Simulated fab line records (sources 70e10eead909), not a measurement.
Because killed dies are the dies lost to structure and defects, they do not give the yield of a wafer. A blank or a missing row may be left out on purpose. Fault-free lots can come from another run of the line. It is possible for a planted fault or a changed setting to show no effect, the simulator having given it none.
A struck lot beside a sound one -- flow nand harc -- 12 out of 1159 route steps
Sound: wafers L263.3, L263.5, L263.6. Wafers struck: L265.1, L265.2, L265.5. The cause comes at the end.
Per side, at each step with rows, come the tool, then ch with its chambers, and then its first start. Under that, the readings that differ: sound wafers -- struck wafers -- difference of the means -- sigmas: that difference in standard deviations of wafers without a fault.
alike: readings with means less than 2 such deviations apart, plus words and numbers identical on both sides. not compared: withheld readings, readings lacking a value on some wafer, bounds such as >300 that could conceal the same value, and numbers that have no deviation in the record and whose values overlap.
Wherever a step has rows on one side only, a row that says differs or no value, or a row with sigmas, the two part there. Numbers that have no deviation but don't overlap get no sigmas and don't part them. Lack of a reading on every wafer of one side parts them only where that side has two or more wafers.

NHARC_A_BLC_CVD_24: deposits W, target thk 150 nm, time 434 s.
  sound on cvd w-02 ch 0,1; struck on cvd w-01 ch 0,1, day 19 12:04
  alike: heater power w, throttle valve pct
NHARC_A_BLC_CMP_25: polishes, t overpolish 30 s, target thk 150 nm.
  sound on cmp-02 ch 0,1,3, day 18 07:06; struck on cmp-03 ch 0,1, day 19 12:35
  alike: motor current A, overpolish run s, time to endpoint s
then, 8 steps without rows for these wafers: NHARC_A_BLC_SRD_27; NHARC_A_M0_DEP_00 (deposits SiOC, target thk 150 nm); NHARC_A_M0_DEHYDRATE_01 (time 120 s); NHARC_A_M0_HMDS_02 (time 30 s); NHARC_A_M0_COAT_33 (time 65 s); NHARC_A_M0_COAT_03 (resist thk 90 nm); NHARC_A_M0_SOFTBAKE_04 (time 55 s); NHARC_A_M0_EBR_05.
NHARC_A_M0_EXPOSE_06: exposes mask A M0, target cd 80 nm.
  sound on arfi scanner-03 ch 0, day 18 08:13; struck on arfi scanner-01, day 19 13:45
  no value came back on the struck wafers for exposure dose mJ cm2, focus offset nm (nm); on the sound wafers exposure dose mJ cm2 reads 83.06 83.08 83.02
  alike: mask
then, 1 step without rows for these wafers: NHARC_A_M0_PEB_07 (peb time 65 s).

WHERE THEY PART
At NHARC_A_M0_EXPOSE_06 and nowhere else, as far as this record goes.

WHY: what the simulator had put in
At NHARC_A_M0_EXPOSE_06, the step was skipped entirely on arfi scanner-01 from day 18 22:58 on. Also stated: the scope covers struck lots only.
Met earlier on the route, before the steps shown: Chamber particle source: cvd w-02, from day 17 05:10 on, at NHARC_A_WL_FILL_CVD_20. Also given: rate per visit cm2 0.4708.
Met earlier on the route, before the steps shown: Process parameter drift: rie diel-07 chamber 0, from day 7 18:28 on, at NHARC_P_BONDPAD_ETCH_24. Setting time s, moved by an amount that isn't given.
